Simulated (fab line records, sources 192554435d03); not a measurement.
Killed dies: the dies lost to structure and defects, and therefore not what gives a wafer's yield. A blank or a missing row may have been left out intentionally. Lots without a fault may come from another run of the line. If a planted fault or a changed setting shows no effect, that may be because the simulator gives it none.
Comparing a struck lot with a sound one || flow n5Finfet || 23 out of 1938 route steps
Sound: the wafers L201.1, L201.5, L201.6. Wafers struck: L198.1, L198.2, L198.4. The cause is named last.
For every step that has rows: the tool of each side, followed by ch and its chambers, followed by its first start. Under that, the readings that differ: sound wafers || struck wafers || difference of the means || sigmas: that difference in standard deviations of wafers without a fault.
alike: a reading whose means differ by less than 2 such deviations, as well as words and numbers matching on both sides. not compared: withheld readings; readings where some wafer has no value; bounds like >300 that might hide an equal value; numbers whose values overlap and for which the record gives no deviation.
The two part at a step that has a row with sigmas, a row that says differs or no value, or rows on one side only. Non-overlapping numbers with no deviation appear without sigmas and do not part them. Lack of a reading on every wafer of one side parts them only where that side has two or more wafers.

first, 9 steps without rows for these wafers: N5_BEOL_M1_ILD_DEP_00 (deposits SiOC from DEMS/O2, target thk 79 nm, time 15.3 s); N5_BEOL_M1_PECVD_72 (deposits SiO2 from TEOS/O2, target thk 16 nm, time 18 s); N5_BEOL_M1_HM_DEP_02 (deposits TiN, target thk 20 nm); N5_BEOL_M1_COAT_61 (time 60 s, resist thk 60 nm); N5_BEOL_M1_COAT_62 (time 60 s, resist thk 12 nm); N5_BEOL_M1_COAT_73 (time 60 s, resist thk 5 nm); N5_BEOL_M1_COAT_05 (resist thk 30 nm); N5_BEOL_M1_EBR_07; N5_BEOL_M1_SOFTBAKE_06 (time 60 s).
N5_BEOL_M1_EXPOSE_08: exposes mask M1.
  sound on euvScanner-02 ch 0, day 10 19:35; struck on euvScanner-01 ch 0, day 10 02:43
{"reading": "exposureDoseMJCm2", "sound": "32.95 32.90 32.81", "struck": "32.45 32.48 32.47", "difference": -0.42, "sigmas": -10}
  alike: mask
then, 3 steps without rows for these wafers: N5_BEOL_M1_PEB_09 (peb time 60 s); N5_BEOL_M1_DEVELOP_10 (develop time 30 s); N5_BEOL_M1_DESCUM_16 (chemistry O2, time 7 s).
N5_BEOL_M1_ETCH_74: etches underlayer in N2/H2, target depth 6.5 nm, time 5.2 s.
  sound on rieDiel-05 ch 0,1, day 10 19:53; struck on rieDiel-05 ch 0,1,2, day 10 03:29
{"reading": "model.BEOL_M1.cdOffsetNm (nm)", "sound": "0 0 0", "struck": "-0.2 -0.4 -0.2", "difference": -0.3, "sigmas": ""}
  alike: chamberPressureMTorr, drypumpMotorCurrentA, etchRfOnTimeS, oesProductAu, rfVppV, showerheadPlenumPTorr, throttleValvePct
  not compared: rfHoursCounterH
then, 5 steps without rows for these wafers: N5_BEOL_M1_ETCH_63 (etches SiARC in CF4, target depth 15.6 nm, time 26 s); N5_BEOL_M1_ETCH_64 (etches SOC in N2/H2, target depth 75 nm, overetch 15 nm, time 112.5 s); N5_BEOL_M1_STRIP_65 (strips in N2/H2); N5_BEOL_M1_STRIP_75 (strips in N2/H2); N5_BEOL_M1_STRIP_66 (strips in CF4).
N5_BEOL_M1_HM_OPEN_17: chemistry Cl2/BCl3, target TiN, target depth 20 nm, overetch 6 nm.
  sound on rieMetal-01 ch 0,1, day 10 20:05; struck on rieMetal-02 ch 0,1, day 10 03:41
  alike: chamberPressureMTorr, drypumpMotorCurrentA, oesProductAu, throttleValvePct
  not compared: rfHoursCounterH, model.BEOL_M1.cdOffsetNm
then, 1 step without rows for these wafers: N5_BEOL_M1_STRIP_19 (strips in O2).
N5_BEOL_M4_RC_MEAS_101:
  sound on prober-01 ch 0, day 12 12:47; struck on prober-01 ch 0, day 11 15:34
  alike: DIBL_N, DIBL_P, IOFF_N, IOFF_P, ION_N, ION_P, SS_N, SS_P, VT_N, VT_P
-- the record jumps here: 4 days lie between the struck wafers' starts before and after (it left off in module BEOL_M4 and takes up again in module PASSIVATION, whose first step shown is number 1936 of the route) --
N5_PASSIVATION_PROBE_49:
  struck on prober-02, day 15 23:04; sound on prober-02, day 16 10:02
{"reading": "defectLimitedYield (%)", "sound": 93.1, "struck": "90.0 87.8 88.1", "difference": -4.5, "sigmas": -3}
{"reading": "killed_at_M0_to_M3", "sound": 8, "struck": "56 48 57", "difference": "+46", "sigmas": "+4"}
{"reading": "killedDies", "sound": 82, "struck": "118 144 141", "difference": "+52", "sigmas": "+3"}
{"reading": "killedShort", "sound": 12, "struck": "37 52 46", "difference": "+33", "sigmas": "+4"}
{"reading": "sort_bin_5_function (%)", "sound": 3.8, "struck": "5.1 6.1 7.3", "difference": "+2.4", "sigmas": "+2"}
{"reading": "sort_bin_6_memory (%)", "sound": 3.1, "struck": "4.7 5.3 4.1", "difference": "+1.6", "sigmas": "+2"}
{"reading": "sortNPass", "sound": 1098, "struck": "1062 1036 1039", "difference": -52, "sigmas": -3}
{"reading": "sortYieldPct (%)", "sound": 93.1, "struck": "90.0 87.8 88.1", "difference": -4.5, "sigmas": -3}
  alike: killed_at_M4_up, killedAtContacts, killedAtFrontEnd, killedAtOther, killedOnRim, killedOpen

## WHERE THEY PART
First at N5_BEOL_M1_EXPOSE_08; last, within this record, at N5_PASSIVATION_PROBE_49.

WHY: the cause the simulator had injected
Process parameters drifting: euvScanner-01 at N5_BEOL_M1_EXPOSE_08, beginning at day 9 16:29. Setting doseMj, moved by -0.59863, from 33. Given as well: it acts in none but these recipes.
